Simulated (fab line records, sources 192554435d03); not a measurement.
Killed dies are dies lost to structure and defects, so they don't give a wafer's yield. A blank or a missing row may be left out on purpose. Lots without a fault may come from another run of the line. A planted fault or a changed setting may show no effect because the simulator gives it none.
Which tool did it? | flow n5_finfet | 11 lots, 33 wafers sampled, at 4 steps of a route of 1938

WHAT THE GAUGES READ, wafer by wafer
N5_MIM_BOT_LITHO_CD_MEAS_08: target cd 3000 nm. Usual: cd_nm 2998.8 nm, standard deviation 1.8.
lot  | measured     | on        | cd_nm (nm)           | flag
L314 | day 12 03:30 | cd_sem-02 | 3000.1 3001.6 2998.0 |
L312 | day 12 09:34 | cd_sem-02 | 2997.9 2998.8 2999.2 |
L313 | day 12 09:36 | cd_sem-03 | 3001.2 2997.7 2998.2 |
L315 | day 12 22:53 | cd_sem-01 | 2999.1 2998.5 2997.8 |
L316 | day 13 00:47 | cd_sem-01 | 2997.8 2999.1 2997.8 |
L317 | day 13 10:37 | cd_sem-01 | 2996.8 2996.9 2995.0 |
L321 | day 14 04:24 | cd_sem-01 | 2996.4 2998.8 2999.1 |
L332 | day 16 22:14 | cd_sem-03 | 2998.6 3001.0 2998.4 |
L330 | day 17 04:08 | cd_sem-01 | 3000.3 2998.9 2996.4 |
L331 | day 17 04:41 | cd_sem-03 | 2999.4 2997.9 3001.7 |
L335 | day 17 20:01 | cd_sem-03 | 2998.4 2999.7 3000.1 |

WHICH TOOL RAN EACH LOT (tool, then ch and the chambers of the sampled wafers, then the start)
lot  | N5_MIM_BOT_DEGAS_01          | N5_MIM_TOP_LITHO_DESCUM_10         | N5_MIM_TOP_ETCH_ETCH_00
L314 | pvd_sputter-02, day 12 00:49 | rie_diel-03 ch 0,1, day 12 02:44   | rie_metal-03 ch 0,1, day 12 02:49
L312 | pvd_sputter-01, day 12 03:35 | rie_diel-02 ch 0,1,2, day 12 05:10 | rie_metal-01 ch 0,1, day 12 05:15
L313 | pvd_sputter-01, day 12 07:10 | rie_diel-06 ch 0,1,3, day 12 08:47 | rie_metal-01 ch 0,1, day 12 08:52
L315 | pvd_sputter-03, day 12 20:56 | rie_diel-03 ch 0,1,3, day 12 22:14 | rie_metal-02 ch 0,1, day 12 22:19
L316 | pvd_sputter-03, day 12 21:08 | rie_diel-02 ch 1,3, day 12 23:59   | rie_metal-01 ch 0,1, day 13 00:04
L317 | pvd_sputter-03, day 13 08:22 | rie_diel-06 ch 1,2,3, day 13 09:48 | rie_metal-01 ch 0,1, day 13 09:53
L321 | pvd_sputter-01, day 14 00:56 | rie_diel-06 ch 0,2, day 14 03:38   | rie_metal-01 ch 0,1, day 14 03:43
L332 | pvd_sputter-01, day 16 19:51 | rie_diel-06 ch 1,2,3, day 16 21:21 | rie_metal-02 ch 0,1, day 16 21:26
L330 | pvd_sputter-03, day 16 23:10 | rie_diel-06 ch 2,3, day 17 03:29   | rie_metal-02 ch 0,1, day 17 03:35
L331 | pvd_sputter-03, day 17 02:18 | rie_diel-02 ch 0,1, day 17 04:01   | rie_metal-03 ch 0,1, day 17 04:07
L335 | pvd_sputter-02, day 17 15:40 | rie_diel-06 ch 0,2, day 17 19:14   | rie_metal-01 ch 0,1, day 17 19:19
- N5_MIM_BOT_DEGAS_01: time 60 s.
- N5_MIM_TOP_LITHO_DESCUM_10: chemistry O2, time 7.9 s.
- N5_MIM_TOP_ETCH_ETCH_00: etches TiN in Cl2/BCl3, target depth 38.5 nm.

WHAT THE TOOLS THEMSELVES READ (means of the sampled wafers that have a number; where no wafer has one, the mark that the record gives instead)
N5_MIM_BOT_DEGAS_01. Usual: heater_power_w 450 W, standard deviation 53.
lot  | tool           | heater_power_w (W) | flag
L314 | pvd_sputter-02 | 465                |
L312 | pvd_sputter-01 | 461                |
L313 | pvd_sputter-01 | 460                |
L315 | pvd_sputter-03 | 431                |
L316 | pvd_sputter-03 | 468                |
L317 | pvd_sputter-03 | 414                |
L321 | pvd_sputter-01 | 450                |
L332 | pvd_sputter-01 | 453                |
L330 | pvd_sputter-03 | 410                |
L331 | pvd_sputter-03 | 440                |
L335 | pvd_sputter-02 | 433                |

N5_MIM_TOP_LITHO_DESCUM_10. Usual: drypump_motor_current_A 5.7 A, standard deviation 0.32; oes_product_au 0.82 a.u., standard deviation 0.11; rf_vpp_V 243.2 V, standard deviation 1.5; showerhead_plenum_p_Torr 2.09 Torr, standard deviation 0.079; temp_c 40.00 C, standard deviation 0.12; throttle_valve_pct 20.38 %, standard deviation 0.27.
lot  | tool        | drypump_motor_current_A (A) | oes_product_au (a.u.) | rf_vpp_V (V) | showerhead_plenum_p_Torr (Torr) | temp_c (C) | throttle_valve_pct (%) | flag
L314 | rie_diel-03 | 5.4                         | 0.72                  | 242.3        | 2.04                            | 40.04      | 20.42                  |
L312 | rie_diel-02 | 5.6                         | 0.81                  | 242.9        | 2.09                            | 40.10      | 20.34                  |
L313 | rie_diel-06 | 5.5                         | 0.71                  | 242.6        | 2.07                            | 39.98      | 20.56                  |
L315 | rie_diel-03 | 5.6                         | 0.74                  | 243.6        | 2.12                            | 39.83      | 20.47                  |
L316 | rie_diel-02 | 5.8                         | 0.70                  | 243.7        | 2.12                            | 39.90      | 20.79                  |
L317 | rie_diel-06 | 5.6                         | 0.77                  | 242.8        | 2.09                            | 39.94      | 20.44                  |
L321 | rie_diel-06 | 6.1                         | 0.81                  | 245.4        | 2.19                            | 40.10      | 20.33                  |
L332 | rie_diel-06 | 5.6                         | 0.83                  | 243.1        | 2.08                            | 40.01      | 20.33                  |
L330 | rie_diel-06 | 5.9                         | 0.79                  | 243.7        | 2.12                            | 39.90      | 20.26                  |
L331 | rie_diel-02 | 5.7                         | 0.89                  | 242.9        | 2.08                            | 40.12      | 20.28                  |
L335 | rie_diel-06 | 6.1                         | 0.87                  | 245.2        | 2.18                            | 39.96      | 20.21                  |

N5_MIM_TOP_ETCH_ETCH_00. Usual: bcl3_flow_sccm 21.74 sccm, standard deviation 0.062; drypump_motor_current_A 5.9 A, standard deviation 0.42; oes_product_au 0.86 a.u., standard deviation 0.091; throttle_valve_pct 22.6 %, standard deviation 0.31.
lot  | tool         | bcl3_flow_sccm (sccm) | drypump_motor_current_A (A) | oes_product_au (a.u.) | throttle_valve_pct (%) | flag
L314 | rie_metal-03 | 21.78                 | 5.6                         | 0.65                  | 22.7                   |
L312 | rie_metal-01 | 21.81                 | 5.9                         | 0.91                  | 22.8                   |
L313 | rie_metal-01 | 21.73                 | 6.2                         | 0.94                  | 22.7                   |
L315 | rie_metal-02 | 21.74                 | 5.6                         | 0.90                  | 22.4                   |
L316 | rie_metal-01 | 21.75                 | 6.2                         | 0.93                  | 22.7                   |
L317 | rie_metal-01 | 21.80                 | 6.2                         | 0.92                  | 22.7                   |
L321 | rie_metal-01 | 21.76                 | 6.3                         | 1.06                  | 22.6                   |
L332 | rie_metal-02 | 21.76                 | 5.8                         | 0.85                  | 22.3                   |
L330 | rie_metal-02 | 21.74                 | 5.8                         | 0.84                  | 22.3                   |
L331 | rie_metal-03 | 21.76                 | 5.6                         | 0.94                  | 22.6                   |
L335 | rie_metal-01 | 21.71                 | 6.2                         | 0.87                  | 22.7                   |

THE ANSWER, worked out from the rows above alone
Rule: a lot is off if the mean of its wafers that have a number lies more than 3 standard deviations from the usual mean. A lot without any number at a reading at which 4 lots or more have one is off too. The other lots that the step has rows for count as sound. The gauges are gone through in route order, then the tools' own readings, and for those a lot's mean is taken as printed above. The first step at which some lot is off is used, and at that step the reading that is off furthest; a lot without a number counts as furthest.
No lot is off at any reading shown: from this, nothing can be told.

WHAT THE SIMULATOR HAD PUT IN
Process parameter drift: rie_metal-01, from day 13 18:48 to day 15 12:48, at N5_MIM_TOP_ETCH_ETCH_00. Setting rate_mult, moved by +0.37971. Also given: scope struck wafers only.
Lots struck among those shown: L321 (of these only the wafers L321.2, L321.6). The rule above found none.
